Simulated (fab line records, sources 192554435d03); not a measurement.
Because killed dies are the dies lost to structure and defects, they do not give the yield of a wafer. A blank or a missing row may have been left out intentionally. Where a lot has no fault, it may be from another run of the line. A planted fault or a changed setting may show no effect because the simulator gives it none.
One fault seen from 2 desks | flow n5_finfet | only its own numbers are on each desk; what lay behind them is given at the end

## AT THE TOOL OWNER'S DESK: ald_metal-02
The tool's own readings at N5_HKMG_FIN_ALD_91 (deposits TiN, target thk 1 nm, pulse time 1 s, purge time 3 s): means of the sampled wafers that have a number, for each lot that ran on this tool. If a lot's mean is further than 4 standard deviations from the usual mean, the lot is out of limits and carries the mark OUT (the distance appears in the brackets).
Columns: A = heater_power_w at N5_HKMG_FIN_ALD_91, usual 858 W; B = precursor_pulse_height_rel at N5_HKMG_FIN_ALD_91, usual 0.999
lot  | first seen here | A   | B
L690 | day 4 18:29     | 822 | 0.989
L702 | day 7 18:32     | 818 | 1.017
L706 | day 8 16:11     | 834 | 0.984
L707 | day 8 22:27     | 843 | 0.984
This desk's verdict: no lot among the 4 shows anything out of limits.

## AT THE METROLOGY DESK
Means of the sampled wafers that have a number, per lot and without regard to the tool the lot ran on: this is what the gauges read. If a lot's mean is further than 4 standard deviations from the usual mean, the lot is out of limits and carries the mark OUT (the distance appears in the brackets). It has 14 readings, of which 7 appear: the earliest out of limits, and the ones furthest out on some lot.
Columns: A = IOFF_N_LONG at N5_BEOL_M4_RC_MEAS_101, usual 5.54e-05 nA/um; B = ION_N at N5_BEOL_M4_RC_MEAS_101, usual 673 uA/um; C = ION_P at N5_BEOL_M4_RC_MEAS_101, usual 463 uA/um; D = SS_N at N5_BEOL_M4_RC_MEAS_101, usual 71.4 mV/dec; E = VT_N at N5_BEOL_M4_RC_MEAS_101, usual 250 mV; F = VT_N_LONG at N5_BEOL_M4_RC_MEAS_101, usual 275.1 mV; G = VT_N_LVT at N5_BEOL_M4_RC_MEAS_101, usual 98.9 mV
lot  | first seen here | A                   | B   | C   | D    | E   | F                | G
L690 | day 8 01:28     | 5.49e-05            | 677 | 458 | 71.0 | 252 | 274.1            | 99.4
L702 | day 11 04:58    | 5.18e-05            | 664 | 461 | 71.4 | 253 | 278.3            | 101.9
L706 | day 12 12:01    | 4.63e-05            | 653 | 450 | 72.3 | 258 | 282.8 (+4.5) OUT | 106.1
L707 | day 13 01:28    | 4.60e-05 (-4.1) OUT | 656 | 460 | 70.5 | 256 | 280.7            | 106.3
L711 | day 14 00:53    | 5.55e-05            | 697 | 472 | 71.5 | 247 | 274.2            | 94.4
This desk's result: L706, L707 out of limits, first on L706 (VT_N_LONG at N5_BEOL_M4_RC_MEAS_101), day 12 12:01. In limits: L690, L702, L711.

## PUT TOGETHER
The metrology desk could have raised an alarm at day 12 12:01, on L706, L707.
The desk of the tool owner found nothing out of limits.
On record at the tool owner's desk: L706, L707, within its limits.
All the named lots went through N5_HKMG_FIN_ALD_91 on ald_metal-02.

## WHAT THE SIMULATOR HAD INSERTED
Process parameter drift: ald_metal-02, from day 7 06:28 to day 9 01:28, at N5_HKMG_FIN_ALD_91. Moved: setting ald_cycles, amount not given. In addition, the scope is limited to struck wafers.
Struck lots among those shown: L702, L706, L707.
Delay in hours, fault start to first out-of-limits reading, per desk: metrology desk 126.
